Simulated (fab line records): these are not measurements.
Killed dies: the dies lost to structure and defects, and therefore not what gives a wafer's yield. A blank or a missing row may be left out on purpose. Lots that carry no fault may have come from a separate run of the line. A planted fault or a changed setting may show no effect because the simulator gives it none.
fab line records | flow nand-harc
[record] lots = 11 wafers = 33 last-day = 25
route steps=1159 shown A_STAIRCASE@587 END@1159
lots with no fault: from the same line, run without faults
start-h: start of the lot's first displayed wafer, in hours after the record's first day | wait-h: time in hours since the lot's previous step | " the same as in the row above | L1.1+2: a single row standing in for several wafers | - no value, or no start was given | * or withheld: withheld | < > ~ a bound
route shown NAME@n: a module of which the file shows steps, and the number in the route of the first | usual: mean/standard deviation taken from wafers without a fault | same: alike in all rows | chamber/n: place in a boat | sites: each site's reading | _std_site: how widely they spread, as a standard deviation | _edge_site: outer sites' mean less inner sites' | radius-mm: how far each site lies from the wafer's centre | mask NAME#n: copy n | behind: the last tool/chamber to shape the wafer | hold: why the lot was held/for how many hours/how that ended | device: the n, p or np transistor that did not switch | end of line: the route-end tests of the same wafers | a step with no rows: only its recipe | killed: dies that structure and defects cost at the first sort, which is not the same as the wafer's yield | map: a wafer's dies, marking killed ones x, the rest . and places with no die _
set.NAME: the run value of the setting; set.NAME@STEP: its run value at that earlier step | model.NAME: the simulator's own value behind a step, which no gauge read
route steps across a sampled set of lots; one table per step, one row per wafer
services: a tool's chamber out of use, with start hour (start-h, from the record's first day; less than 0 if before it), hours out, and reason
[[steps]]
[step NHARC_A_STAIRCASE_TRIM_193]
[recipe] time-s = 211.2 o2-flow-sccm = 500 ar-flow-sccm = 0 bias-w = 0 chemistry = O2
[usual] bias-w = 0/0 chamber-pressure-mTorr = 60.00/0.048 drypump-motor-current-A = 5.8/0.46 mfc-ar-sccm = 0.0006/0.0016 o2-flow-sccm = 500.2/1.5 oes-product-au = 1.003/0.0087 rf-vpp-V = 57.8/0.78 showerhead-plenum-p-Torr = 3.56/0.15 throttle-valve-pct = 17.036/0.0091
// columns lot.wafer tool chamber start-h wait-h bias-w chamber-pressure-mTorr drypump-motor-current-A mfc-ar-sccm o2-flow-sccm oes-product-au rf-hours-counter-h rf-vpp-V showerhead-plenum-p-Torr throttle-valve-pct
L413.3 rie-diel-04 2 236.14 - 0 60.00 5.9 0 501.5 0.986 46 56.5 3.53 17.024
L413.2 " 0 " " 0 59.99 6.3 0 501.1 0.998 45 57.7 3.66 17.042
L413.5 " 1 " " 0 60.03 5.9 0 499.4 1.001 - 58.2 3.33 17.033
L415.4 rie-diel-07 1 255.92 - 0 59.96 6.1 0 497.8 0.995 7 57.3 3.33 17.046
L415.5 " 1 " " 0 59.98 6.1 0 500.9 0.991 - 58.5 3.33 17.041
L415.6 " 2 " " 0 60.03 4.8 0 499.9 1.003 - 57.5 3.53 17.021
L420.2 rie-diel-04 0 282.81 - 0 60.04 6.3 0 498.5 1.015 62 58.5 3.65 17.027
L420.4 " 3 " " 0 60.00 5.9 0 499.4 1.022 50 56.7 3.59 17.037
L420.5 " 0 " " 0 59.99 6.3 0 499.5 1.002 - 59.0 3.65 17.032
L421.3 rie-diel-04 1 284.25 - 0 60.01 5.9 0 498.6 1.014 63 57.5 3.32 17.039
L421.6 " 2 " " 0 59.99 6.0 0 499.5 0.998 - 58.7 3.52 17.032
L421.5 " 3 " " 0 60.04 5.9 0 504.4 1.013 - 57.9 3.59 17.023
L419.2 rie-diel-05 1 291.85 - 0 60.00 6.1 0.0061 499.5 1.015 47 56.8 3.55 17.038
L419.3 " 2 " " 0 60.02 6.3 0.0018 500.9 1.004 48 57.3 3.78 17.027
L419.4 " 3 " " 0 60.08 5.0 0.0009 499.2 1.015 47 57.5 3.65 17.034
L426.1 rie-diel-04 3 319.26 - - - - - - - - - - -
L426.4 " 0 " " - - - - - - - - - -
L426.5 " 1 " " - - - - - - - - - -
L428.3 rie-diel-04 0 327.53 - - - - - - - - - - -
L428.4 " 1 " " - - - - - - - - - -
L428.5 " 3 " " - - - - - - - - - -
L432.4 rie-diel-07 1 348.56 - 0 60.06 6.1 0 498.1 1.007 36 56.2 3.31 17.035
L432.1 " 3 " " 0 59.98 5.7 0 498.4 1.010 41 59.3 3.78 17.037
L432.6 " 1 " " 0 59.97 6.1 0 497.6 1.012 - 58.0 3.31 17.042
L434.4 rie-diel-07 3 358.31 - 0 60.08 5.7 0 499.5 1.007 45 58.6 3.78 17.031
L434.2 " 0 " " 0 59.96 5.3 0 500.8 0.997 45 56.9 3.45 17.033
L434.1 " 1 " " 0 60.00 6.1 0 496.1 1.005 41 57.3 3.31 17.049
L436.3 rie-diel-07 2 373.50 - 0 59.98 4.9 0 500.1 0.999 55 57.5 3.50 17.035
L436.5 " 1 " " 0 60.10 6.1 0 501.1 1.009 - 58.2 3.31 17.038
L436.6 " 2 " " 0 60.01 4.9 0 500.7 0.996 - 57.2 3.51 17.032
L435.3 rie-diel-05 2 380.81 - 0 60.06 6.3 0.0018 499.5 1.024 11 58.5 3.76 17.026
L435.4 " 3 " " 0 59.93 5.0 0.0009 500.1 1.003 12 58.6 3.64 17.031
L435.1 " 1 " " 0 59.93 6.1 0.0061 500.7 0.999 13 57.8 3.53 17.048
[step NHARC_A_STAIRCASE_TRIM_196]
[recipe] time-s = 211.2 o2-flow-sccm = 500 ar-flow-sccm = 0 bias-w = 0 chemistry = O2
[usual] chamber-pressure-mTorr = 60.00/0.057 drypump-motor-current-A = 5.8/0.46 mfc-ar-sccm = 0.0004/0.0013 o2-flow-sccm = 500.0/1.5 oes-product-au = 1.003/0.0089 rf-vpp-V = 57.9/0.95 showerhead-plenum-p-Torr = 3.55/0.15 throttle-valve-pct = 17.037/0.0083
[same] bias-w = 0
// columns lot.wafer tool chamber start-h wait-h chamber-pressure-mTorr drypump-motor-current-A mfc-ar-sccm o2-flow-sccm oes-product-au rf-hours-counter-h rf-vpp-V showerhead-plenum-p-Torr throttle-valve-pct
L413.2 rie-diel-04 3 236.45 0.1 60.05 5.9 0 497.4 1.005 32 56.5 3.60 17.036
L413.3 " 2 " " 59.97 5.9 0 496.5 0.992 46 57.7 3.53 17.025
L413.5 " 0 " " 60.01 6.3 0 501.8 0.993 - 58.6 3.66 17.026
L415.4 rie-diel-05 3 256.31 0.1 59.99 5.0 0.0009 501.5 1.023 33 57.9 3.66 17.041
L415.6 " 2 " " 60.09 6.3 0.0018 499.5 1.005 - 59.3 3.79 17.048
L415.5 " 3 " " 60.03 5.0 0.0009 500.4 1.022 - 57.6 3.66 17.048
L420.2 rie-diel-04 3 283.14 0.1 60.02 5.9 0 500.2 1.005 50 56.7 3.59 17.025
L420.4 " 0 " " 60.03 6.3 0 502.0 0.997 62 57.3 3.65 17.033
L420.5 " 0 " " 60.08 6.3 0 500.6 0.996 - 57.6 3.65 17.043
L421.3 rie-diel-07 0 285.75 1.3 60.04 5.3 0 501.3 1.001 13 58.8 3.47 17.044
L421.5 " 2 " " 59.94 4.9 0 500.2 1.000 - 57.9 3.53 17.027
L421.6 " 3 " " 59.99 5.7 0 499.1 1.017 - 58.2 3.80 17.045
L419.2 rie-diel-07 0 292.29 0.1 59.96 5.3 0 501.5 0.990 15 57.6 3.47 17.026
L419.3 " 2 " " 59.94 4.9 0 498.3 1.001 20 57.0 3.52 17.030
L419.4 " 2 " " 60.09 4.8 0 496.7 1.005 - 58.0 3.52 17.034
L426.1 rie-diel-04 1 319.69 0.1 59.94 5.9 0 499.1 1.003 8 58.0 3.32 17.024
L426.4 " 0 " " 59.95 6.3 0 502.5 1.003 8 59.1 3.64 17.040
L426.5 " 1 " " 60.04 5.9 0 499.5 1.001 - 56.8 3.32 17.048
L428.4 rie-diel-04 1 327.83 0.1 59.98 5.9 0 499.0 1.026 11 56.0 3.32 17.047
L428.3 " 3 " " 60.01 5.9 0 501.7 1.000 11 57.1 3.58 17.023
L428.5 " 2 " " 59.99 6.0 0 502.0 0.991 - 57.3 3.51 17.027
L432.4 rie-diel-07 2 349.08 0.1 60.00 4.9 0 498.6 1.004 46 57.9 3.51 17.028
L432.1 " 0 " " 59.99 5.3 0 499.7 1.004 41 57.6 3.45 17.032
L432.6 " 1 " " 60.01 6.1 0 497.7 1.000 - 57.2 3.31 17.050
L434.4 rie-diel-07 0 358.62 0.1 59.97 5.3 0 501.0 1.001 45 56.9 3.45 17.047
L434.1 " 1 " " 59.95 6.1 0 500.2 1.007 41 57.2 3.31 17.049
L434.2 " 3 " " 60.01 5.7 0 499.4 1.005 45 59.7 3.78 17.038
L436.3 rie-diel-04 3 373.89 0.1 59.91 5.9 0 500.8 1.002 30 58.1 3.57 17.052
L436.6 " 0 " " 60.10 6.3 0 500.4 1.006 - 60.5 3.63 17.023
L436.5 " 1 " " 59.96 5.9 0 501.2 1.018 - 57.5 3.31 17.045
L435.4 rie-diel-07 1 381.25 0.1 59.97 6.1 0 497.9 1.008 49 58.7 3.31 17.032
L435.1 " 2 " " 60.01 4.9 0 500.6 0.996 60 59.3 3.50 17.031
L435.3 " 3 " " 60.15 5.6 0 501.0 1.004 54 59.0 3.78 17.030
[step NHARC_A_STAIRCASE_ETCH_197]
[recipe] target-depth-a = 1000 time-s = 40.5 ion-energy-ev = 400 c4f8-flow-sccm = 20 o2-flow-sccm = 10 ar-flow-sccm = withheld rf-w = 600 bias-w = 1000 chemistry = C4F8/O2
[usual] oes-product-au = 0.948/0.016 rf-vpp-V = 897/5.5
// columns lot.wafer tool chamber start-h wait-h oes-product-au rf-hours-counter-h rf-vpp-V
L413.2 rie-diel-04 1 - - 0.943 47 888
L413.3 " 0 " " 0.947 45 901
L413.5 " 1 " " 0.948 - 888
L415.4 rie-diel-05 1 - - 0.933 32 897
L415.6 " 2 " " 0.934 - 904
L415.5 " 3 " " 0.958 - 902
L420.4 rie-diel-04 3 - - 0.939 50 897
L420.2 " 0 " " 0.930 62 901
L420.5 " 0 " " 0.923 - 901
L421.3 rie-diel-07 3 - - 0.958 13 907
L421.5 " 2 " " 0.966 - 896
L421.6 " 3 " " 0.973 - 906
L419.2 rie-diel-07 0 - - 0.954 15 893
L419.3 " 2 " " 0.960 20 896
L419.4 " 2 " " 0.962 - 896
L426.1 rie-diel-04 3 - - 0.947 8 899
L426.4 " 0 " " 0.943 8 900
L426.5 " 3 " " 0.940 - 898
L428.3 rie-diel-04 1 - - 0.969 11 887
L428.4 " 2 " " 0.950 11 895
L428.5 " 0 " " 0.966 - 901
L432.4 rie-diel-07 1 - - 0.932 36 888
L432.1 " 2 " " 0.930 46 894
L432.6 " 3 " " 0.942 - 904
L434.4 rie-diel-07 3 - - 0.949 45 904
L434.2 " 0 " " 0.949 45 894
L434.1 " 2 " " 0.950 51 895
L436.3 rie-diel-04 2 - - 0.922 28 896
L436.6 " 0 " " 0.930 - 900
L436.5 " 1 " " 0.943 - 888
L435.4 rie-diel-07 1 - - 0.932 49 887
L435.1 " 2 " " 0.924 60 896
L435.3 " 0 " " 0.926 53 894
[step NHARC_A_STAIRCASE_TRIM_200]
[recipe] time-s = 211.2 o2-flow-sccm = 500 ar-flow-sccm = 0 bias-w = 0 chemistry = O2
[usual] chamber-pressure-mTorr = 60.00/0.056 drypump-motor-current-A = 5.8/0.44 mfc-ar-sccm = 0.0003/0.0012 o2-flow-sccm = 499.9/1.5 oes-product-au = 1.003/0.0096 rf-vpp-V = 57.8/0.97 showerhead-plenum-p-Torr = 3.54/0.15 throttle-valve-pct = 17.037/0.009
[same] bias-w = 0
// columns lot.wafer tool chamber start-h wait-h chamber-pressure-mTorr drypump-motor-current-A mfc-ar-sccm o2-flow-sccm oes-product-au rf-hours-counter-h rf-vpp-V showerhead-plenum-p-Torr throttle-valve-pct
L413.3 rie-diel-04 0 - - 60.00 6.3 0 498.9 0.995 45 58.1 3.66 17.047
L413.2 " 3 " " 60.07 5.9 0 499.2 1.004 32 59.4 3.60 17.028
L413.5 " 1 " " 59.97 5.9 0 500.5 0.983 - 56.8 3.33 17.044
L415.4 rie-diel-05 0 - - 60.04 5.3 0 500.0 1.007 33 59.3 3.75 17.042
L415.5 " 2 " " 59.95 6.3 0.0018 500.9 1.005 - 59.1 3.79 17.049
L415.6 " 3 " " 59.99 5.0 0.0009 502.1 1.029 - 58.1 3.66 17.052
L420.2 rie-diel-04 0 - - 59.97 6.3 0 501.5 0.985 62 58.5 3.65 17.052
L420.4 " 2 " " 60.02 6.0 0 499.3 0.993 66 57.8 3.52 17.043
L420.5 " 3 " " 60.03 5.9 0 497.9 1.007 - 58.0 3.59 17.032
L421.3 rie-diel-07 2 - - 59.96 4.9 0 502.1 0.999 18 58.3 3.53 17.028
L421.6 " 0 " " 60.03 5.3 0 500.1 0.990 - 56.2 3.47 17.029
L421.5 " 3 " " 60.02 5.7 0 497.4 0.998 - 59.3 3.80 17.034
L419.3 rie-diel-07 2 - - 60.05 4.8 0 497.3 1.003 20 57.4 3.52 17.041
L419.2 " 3 " " 59.98 5.6 0 500.2 1.006 15 59.0 3.80 17.042
L419.4 " 2 " " 60.10 4.9 0 497.6 0.991 - 59.2 3.52 17.037
L426.1 rie-diel-04 1 - - 60.02 5.9 0 497.8 1.006 8 56.9 3.32 17.038
L426.4 " 2 " " 59.92 6.0 0 498.7 0.994 8 57.4 3.51 17.023
L426.5 " 2 " " 59.99 5.9 0 498.4 0.992 - 58.2 3.51 17.037
L428.4 rie-diel-04 0 - - 59.98 6.3 0 500.1 1.010 11 58.5 3.64 17.033
L428.3 " 1 " " 60.11 5.9 0 500.3 1.020 11 57.3 3.32 17.034
L428.5 " 1 " " 59.96 5.9 0 500.7 1.015 - 55.9 3.32 17.009
L432.1 rie-diel-07 1 - - 60.05 6.1 0 499.6 1.001 37 56.4 3.31 17.038
L432.4 " 2 " " 60.01 4.9 0 499.4 0.999 47 57.6 3.51 17.031
L432.6 " 1 " " 60.05 6.1 0 501.0 1.005 - 56.8 3.31 17.030
L434.4 rie-diel-07 0 - - 59.94 5.3 0 497.8 1.003 46 58.6 3.45 17.021
L434.1 " 1 " " 60.02 6.1 0 497.3 1.013 41 57.6 3.31 17.030
L434.2 " 2 " " 60.06 4.9 0 499.2 1.008 51 58.0 3.51 17.043
L436.3 rie-diel-04 1 - - 60.04 5.9 0 498.9 1.011 26 57.8 3.31 17.041
L436.5 " 1 " " 60.02 5.9 0 499.5 1.017 - 56.6 3.31 17.048
L436.6 " 2 " " 59.96 6.0 0 500.3 0.993 - 57.8 3.50 17.042
L435.1 rie-diel-07 1 - - 59.90 6.1 0 500.0 1.000 50 57.6 3.31 17.051
L435.3 " 2 " " 60.05 4.9 0 499.4 1.011 60 58.1 3.50 17.030
L435.4 " 3 " " 60.08 5.7 0 501.7 1.011 54 59.4 3.78 17.046
[step NHARC_END_SORT_01]
[recipe] temp-c = 25
[usual] killed-at-array = 27/12 killed-at-other = 0.8/1 killed-at-periphery = 4.0/2.5 killed-dies = 32/11 killed-open = 3.3/1.8 killed-short = 2.0/1.5
[same] gross-dies = 677
// columns lot.wafer tool chamber start-h wait-h hold killed-at-array killed-at-other killed-at-periphery killed-dies killed-open killed-short
L413.2 prober-02 0 444.54 2.8 - 24 0 7 31 4 2
L413.3 prober-02 0 445.34 3.1 - 18 0 3 21 1 2
L413.5 prober-02 0 446.95 3.7 - 14 0 5 19 2 3
L415.4 prober-02 0 454.03 3.5 - 19 1 1 21 7 1
L415.5 prober-02 0 454.85 3.8 - 14 0 8 22 5 1
L415.6 prober-02 0 455.66 4.1 - 31 0 2 33 5 1
L420.2 prober-01 0 472.94 2.8 - 40 2 3 45 3 3
L420.4 prober-01 0 474.54 3.4 - 26 1 0 27 1 0
L420.5 prober-01 0 475.34 3.7 - 26 2 5 33 2 4
L421.3 prober-02 0 477.94 3.1 - 21 3 4 28 5 1
L421.5 prober-02 0 479.56 3.7 - 19 2 7 28 2 0
L421.6 prober-02 0 480.37 4.0 - 21 0 10 31 2 2
L419.2 prober-02 0 489.40 2.8 - 39 0 2 41 1 2
L419.3 prober-02 0 490.22 3.1 - 44 0 1 45 4 3
L419.4 prober-02 0 491.03 3.4 - 34 0 1 35 5 2
L426.1 prober-01 0 507.74 2.5 await-dispo/2.8h/scrap 676 0 1 677 1 1
L426.4 prober-01 0 510.10 3.4 await-dispo/2.8h/scrap 674 0 3 677 3 2
L426.5 prober-01 0 510.88 3.6 await-dispo/2.8h/scrap 675 0 2 677 3 1
L428.3 prober-01 0 534.68 3.1 await-dispo/1.2h/scrap 672 3 2 677 5 1
L428.4 prober-01 0 535.49 3.4 await-dispo/1.2h/scrap 673 1 3 677 3 4
L428.5 prober-01 0 536.29 3.7 await-dispo/1.2h/scrap 674 1 2 677 2 1
L432.1 prober-02 0 549.71 2.5 - 23 2 4 29 4 2
L432.4 prober-02 0 552.13 3.4 - 18 2 5 25 5 2
L432.6 prober-02 0 553.74 4.0 - 26 3 3 32 0 7
L434.1 prober-01 0 559.59 2.5 - 34 0 0 34 1 1
L434.2 prober-01 0 560.38 2.8 - 26 3 1 30 3 1
L434.4 prober-01 0 561.97 3.4 - 39 1 4 44 5 2
L436.3 prober-02 0 574.30 3.1 - 14 2 9 25 4 0
L436.5 prober-02 0 575.92 3.7 - 20 3 6 29 2 2
L436.6 prober-02 0 576.74 4.1 - 11 2 7 20 3 0
L435.1 prober-02 0 588.29 2.5 - 21 1 7 29 4 3
L435.3 prober-02 0 589.89 3.1 - 21 2 6 29 1 3
L435.4 prober-02 0 590.69 3.4 - 14 2 7 23 3 0
// killed by level:class
L413.2 A_SLIT:chamber-film-flake=13 P_CONTACT:chamber-film-flake=4 A_CHANNEL_HOLE_D1:chamber-film-flake=3 A_WL_FILL:chamber-film-flake=2 A_CONTACT:chamber-film-flake=2 P_GATE:geometric-particle:open=1 P_M0:geometric-particle:open=1 A_CHANNEL_FILL_D1:geometric-particle:short=1
L413.3 A_SLIT:chamber-film-flake=8 A_CONTACT:chamber-film-flake=4 A_STAIRCASE:chamber-film-flake=2 P_STI:geometric-particle:short=1 A_ONON_D1:geometric-particle:open=1 A_CHANNEL_FILL_D1:geometric-particle:short=1 P_CONTACT:chamber-film-flake=1 P_BONDPAD:chamber-film-flake=1
L413.5 P_BONDPAD:chamber-film-flake=3 A_SLIT:chamber-film-flake=3 A_WL_FILL:chamber-film-flake=3 A_WL_FILL:geometric-particle:open=2 A_CHANNEL_HOLE_D1:chamber-film-flake=2 A_CONTACT:chamber-film-flake=2 P_M0:geometric-particle:short=1 A_SGD_CUT:geometric-particle:short=1
L415.4 A_SLIT:chamber-film-flake=5 A_CONTACT:geometric-particle:open=4 A_CHANNEL_HOLE_D1:chamber-film-flake=4 A_CHANNEL_HOLE_D1:geometric-particle:short=1 A_WL_FILL:geometric-particle:open=1 A_M0:geometric-particle:open=1 STARTING-WAFER:geometric-particle:open=1 A_STAIRCASE:chamber-film-flake=1
L415.5 A_SLIT:chamber-film-flake=8 P_CONTACT:chamber-film-flake=3 A_CHANNEL_HOLE_D1:chamber-film-flake=2 A_STAIRCASE:chamber-film-flake=2 P_STI:geometric-particle:open=1 P_GATE:geometric-particle:short=1 P_CONTACT:geometric-particle:open=1 P_M0:geometric-particle:open=1
L415.6 A_SLIT:chamber-film-flake=13 A_M0:geometric-particle:open=3 A_CHANNEL_HOLE_D1:chamber-film-flake=3 A_STAIRCASE:chamber-film-flake=3 A_CONTACT:chamber-film-flake=3 A_M0:chamber-film-flake=2 P_STI:geometric-particle:open=1 A_SOURCE_PLATE:geometric-particle:short=1
L420.2 A_CHANNEL_HOLE_D1:chamber-film-flake=23 A_STAIRCASE:chamber-film-flake=10 P_GATE:chamber-film-flake=2 THIN_TSV:chamber-film-flake=2 A_ONON_D1:geometric-particle:short=1 A_CHANNEL_HOLE_D1:geometric-particle:open=1 A_SGD_CUT:geometric-particle:short=1 A_WL_FILL:geometric-particle:short=1
L420.4 A_CHANNEL_HOLE_D1:chamber-film-flake=9 A_STAIRCASE:chamber-film-flake=9 A_CONTACT:chamber-film-flake=5 A_BLC:geometric-particle:open=1 A_ZERO_WELL:chamber-film-flake=1 A_SLIT:chamber-film-flake=1 THIN_TSV:chamber-film-flake=1
L420.5 A_CHANNEL_HOLE_D1:chamber-film-flake=10 A_STAIRCASE:chamber-film-flake=6 P_GATE:chamber-film-flake=4 A_CONTACT:chamber-film-flake=4 A_CONTACT:geometric-particle:open=2 A_CHANNEL_HOLE_D1:geometric-particle:short=1 A_WL_FILL:geometric-particle:short=1 A_CONTACT:geometric-particle:short=1
L421.3 A_SLIT:chamber-film-flake=8 A_CHANNEL_HOLE_D1:chamber-film-flake=3 A_STAIRCASE:chamber-film-flake=3 A_CONTACT:geometric-particle:open=2 P_GATE:chamber-film-flake=2 THIN_TSV:chamber-film-flake=2 P_CONTACT:geometric-particle:open=1 A_SOURCE_PLATE:geometric-particle:open=1
L421.5 A_SLIT:chamber-film-flake=10 A_STAIRCASE:chamber-film-flake=3 A_M1:chamber-film-flake=3 P_M0:geometric-particle:open=2 P_STI:chamber-film-flake=2 P_GATE:chamber-film-flake=2 A_CHANNEL_HOLE_D1:chamber-film-flake=2 THIN_TSV:chamber-film-flake=2
L421.6 A_SLIT:chamber-film-flake=9 P_GATE:chamber-film-flake=6 A_STAIRCASE:chamber-film-flake=6 A_M0:geometric-particle:short=2 P_ZERO_WELL:chamber-film-flake=2 A_CHANNEL_HOLE_D1:chamber-film-flake=2 P_CONTACT:geometric-particle:open=1 P_M0:geometric-particle:open=1
L419.2 A_CHANNEL_HOLE_D1:chamber-film-flake=14 A_SLIT:chamber-film-flake=13 A_STAIRCASE:chamber-film-flake=5 A_CONTACT:chamber-film-flake=3 P_M1:geometric-particle:short=1 A_ONON_D1:geometric-particle:short=1 A_M0:geometric-particle:open=1 P_STI:chamber-film-flake=1
L419.3 A_CHANNEL_HOLE_D1:chamber-film-flake=22 A_SLIT:chamber-film-flake=8 A_CONTACT:chamber-film-flake=4 A_STAIRCASE:chamber-film-flake=2 A_WL_FILL:chamber-film-flake=2 P_M0:geometric-particle:open=1 A_CHANNEL_HOLE_D1:geometric-particle:short=1 A_WL_FILL:geometric-particle:short=1
L419.4 A_CHANNEL_HOLE_D1:chamber-film-flake=11 A_SLIT:chamber-film-flake=8 A_STAIRCASE:chamber-film-flake=7 A_CONTACT:geometric-particle:open=3 A_CHANNEL_FILL_D1:geometric-particle:short=2 A_CHANNEL_HOLE_D1:geometric-particle:open=1 A_STAIRCASE:geometric-particle:open=1 P_STI:chamber-film-flake=1
L426.1 A_STAIRCASE:area-trim=661 A_CHANNEL_HOLE_D1:chamber-film-flake=5 A_CONTACT:chamber-film-flake=4 A_BLC:chamber-film-flake=3 A_STAIRCASE:geometric-particle:open=1 A_CONTACT:geometric-particle:short=1 P_GATE:chamber-film-flake=1 A_STAIRCASE:chamber-film-flake=1
L426.4 A_STAIRCASE:area-trim=645 A_CHANNEL_HOLE_D1:chamber-film-flake=8 A_STAIRCASE:chamber-film-flake=8 A_BLC:chamber-film-flake=7 P_M0:geometric-particle:open=1 P_M0:geometric-particle:short=1 A_SGD_CUT:geometric-particle:short=1 A_WL_FILL:geometric-particle:open=1
L426.5 A_STAIRCASE:area-trim=666 A_CHANNEL_HOLE_D1:chamber-film-flake=5 A_M1:geometric-particle:open=2 P_GATE:chamber-film-flake=2 A_SGD_CUT:geometric-particle:short=1 A_BLC:geometric-particle:open=1
L428.3 A_STAIRCASE:area-trim=653 A_CHANNEL_HOLE_D1:chamber-film-flake=6 A_CHANNEL_FILL_D1:chamber-film-flake=4 A_BLC:geometric-particle:open=2 A_SLIT:chamber-film-flake=2 THIN_TSV:chamber-film-flake=2 A_CHANNEL_FILL_D1:geometric-particle:open=1 A_WL_FILL:geometric-particle:short=1
L428.4 A_STAIRCASE:area-trim=652 A_CHANNEL_HOLE_D1:chamber-film-flake=5 A_CHANNEL_FILL_D1:chamber-film-flake=5 A_WL_FILL:geometric-particle:short=3 A_STAIRCASE:chamber-film-flake=3 P_M0:chamber-film-flake=2 P_M0:geometric-particle:short=1 A_ONON_D1:geometric-particle:open=1
L428.5 A_STAIRCASE:area-trim=657 A_CHANNEL_HOLE_D1:chamber-film-flake=7 A_SLIT:chamber-film-flake=6 A_STAIRCASE:chamber-film-flake=3 P_GATE:geometric-particle:open=1 P_GATE:geometric-particle:short=1 A_CONTACT:geometric-particle:open=1 THIN_TSV:chamber-film-flake=1
L432.1 A_STAIRCASE:chamber-film-flake=6 A_CHANNEL_HOLE_D1:chamber-film-flake=5 A_CONTACT:chamber-film-flake=4 A_BLC:chamber-film-flake=4 A_CONTACT:geometric-particle:open=2 P_STI:chamber-film-flake=2 P_STI:geometric-particle:open=1 A_WL_FILL:geometric-particle:short=1
L432.4 A_CONTACT:chamber-film-flake=9 P_STI:chamber-film-flake=3 P_M0:geometric-particle:open=2 A_WL_FILL:geometric-particle:short=2 A_CHANNEL_HOLE_D1:chamber-film-flake=2 THIN_TSV:chamber-film-flake=2 A_CHANNEL_FILL_D1:geometric-particle:open=1 A_BLC:geometric-particle:open=1
L432.6 A_CONTACT:chamber-film-flake=7 A_BLC:chamber-film-flake=7 A_CHANNEL_HOLE_D1:chamber-film-flake=3 THIN_TSV:chamber-film-flake=3 A_ONON_D1:geometric-particle:short=2 A_WL_FILL:geometric-particle:short=2 P_M0:chamber-film-flake=2 A_SOURCE_PLATE:geometric-particle:short=1
L434.1 A_CONTACT:chamber-film-flake=10 A_CHANNEL_HOLE_D1:chamber-film-flake=8 A_SLIT:chamber-film-flake=8 A_STAIRCASE:chamber-film-flake=6 A_CONTACT:geometric-particle:open=1 A_M0:geometric-particle:short=1
L434.2 A_SLIT:chamber-film-flake=12 A_CHANNEL_HOLE_D1:chamber-film-flake=4 A_STAIRCASE:chamber-film-flake=2 A_WL_FILL:chamber-film-flake=2 A_CONTACT:chamber-film-flake=2 THIN_TSV:chamber-film-flake=2 A_WL_FILL:geometric-particle:short=1 A_CONTACT:geometric-particle:open=1
L434.4 A_SLIT:chamber-film-flake=16 A_CONTACT:chamber-film-flake=9 A_CHANNEL_HOLE_D1:chamber-film-flake=5 A_STAIRCASE:chamber-film-flake=4 A_M1:chamber-film-flake=2 P_STI:geometric-particle:short=1 P_GATE:geometric-particle:short=1 P_M0:geometric-particle:open=1
L436.3 P_M1:chamber-film-flake=6 A_CHANNEL_HOLE_D1:chamber-film-flake=5 A_CONTACT:chamber-film-flake=5 A_ONON_D1:geometric-particle:open=2 P_STI:chamber-film-flake=2 THIN_TSV:chamber-film-flake=2 P_CONTACT:geometric-particle:open=1 A_M0:geometric-particle:open=1
L436.5 A_CHANNEL_HOLE_D1:chamber-film-flake=6 A_CONTACT:chamber-film-flake=5 P_M1:chamber-film-flake=4 A_STAIRCASE:chamber-film-flake=4 THIN_TSV:chamber-film-flake=3 A_CONTACT:geometric-particle:short=2 P_STI:chamber-film-flake=2 A_M0:geometric-particle:open=1
L436.6 P_M1:chamber-film-flake=6 A_CHANNEL_HOLE_D1:chamber-film-flake=4 A_STAIRCASE:chamber-film-flake=2 THIN_TSV:chamber-film-flake=2 P_GATE:geometric-particle:open=1 A_WL_FILL:geometric-particle:open=1 A_BLC:geometric-particle:open=1 A_CHANNEL_FILL_D1:chamber-film-flake=1
L435.1 A_CHANNEL_HOLE_D1:chamber-film-flake=8 P_M1:chamber-film-flake=5 P_CONTACT:geometric-particle:open=2 A_STAIRCASE:chamber-film-flake=2 A_SLIT:chamber-film-flake=2 A_SOURCE_PLATE:geometric-particle:short=1 A_CHANNEL_FILL_D1:geometric-particle:short=1 A_CHANNEL_FILL_D1:geometric-particle:open=1
L435.3 A_CHANNEL_HOLE_D1:chamber-film-flake=7 A_CONTACT:chamber-film-flake=5 P_GATE:chamber-film-flake=3 A_STAIRCASE:chamber-film-flake=3 P_M1:chamber-film-flake=2 A_SLIT:chamber-film-flake=2 THIN_TSV:chamber-film-flake=2 P_GATE:geometric-particle:short=1
L435.4 P_M1:chamber-film-flake=5 A_CHANNEL_HOLE_D1:chamber-film-flake=4 A_CONTACT:chamber-film-flake=3 A_CONTACT:geometric-particle:open=2 P_GATE:chamber-film-flake=2 THIN_TSV:chamber-film-flake=2 A_CHANNEL_FILL_D1:geometric-particle:open=1 A_ZERO_WELL:chamber-film-flake=1
[[services]]
// columns tool chamber start-h hours kind
rie-diel-04 0 218.92 - clean
rie-diel-04 1 218.92 - clean
rie-diel-04 2 218.92 - clean
rie-diel-04 3 218.92 - clean
rie-diel-07 - 228.70 9.0 pm
rie-diel-04 0 243.42 - clean
rie-diel-04 1 243.42 - clean
rie-diel-04 2 243.42 - clean
rie-diel-04 3 243.42 - clean
rie-diel-05 0 250.14 1.2 repair
rie-diel-07 3 259.11 11.9 repair
rie-diel-07 0 266.82 8.3 repair
rie-diel-04 0 267.92 - clean
rie-diel-04 1 267.92 - clean
rie-diel-04 2 267.92 - clean
rie-diel-04 3 267.92 - clean
rie-diel-04 1 269.64 10.0 repair
rie-diel-07 1 284.16 23.1 repair
rie-diel-04 - 288.90 9.0 pm
rie-diel-04 0 288.90 9.0 vent-cycle
rie-diel-04 1 288.90 11.2 vent-cycle
rie-diel-04 2 288.90 9.0 vent-cycle
rie-diel-04 3 288.90 9.0 vent-cycle
rie-diel-05 - 340.63 9.0 pm
[[key]]
[first-sign] step = NHARC_A_STAIRCASE_TRIM_193 reading = tool-record direction = missing
[effect] step = NHARC_END_SORT_01 reading = killed-dies direction = up sigmas = 58 usual = 32 struck = 677
[more-kills-born-at] NHARC_A_STAIRCASE_TRIM_193@rie-diel-04 = 3934
met-at NHARC_A_STAIRCASE_TRIM_193
struck-lots L426,L428
later-rows-left-out L426.1,L426.4,L426.5,L428.3,L428.4,L428.5
tester-left-out L426,L428
not-acting-at NHARC_A_STAIRCASE_TRIM_196,NHARC_A_STAIRCASE_ETCH_197,NHARC_A_STAIRCASE_TRIM_200
onset-between 284.25 319.26
[fault] kind = skipped-step-whole tool = rie-diel-04 chamber = - onset-h = 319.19 steps = NHARC_A_STAIRCASE_TRIM_193 scope = struck-lots-only
// tester-left-out: of these lots the tester's yield and bins aren't shown, on N5 and GAA mostly nor the transistor test; their killed dies are dies lost to structure and defects alone, not to doping, threshold or leakage, so they don't give the yield
// later-rows-left-out: the simulator's readings of these wafers behind a module that went badly wrong aren't trusted and aren't shown, but for the sort
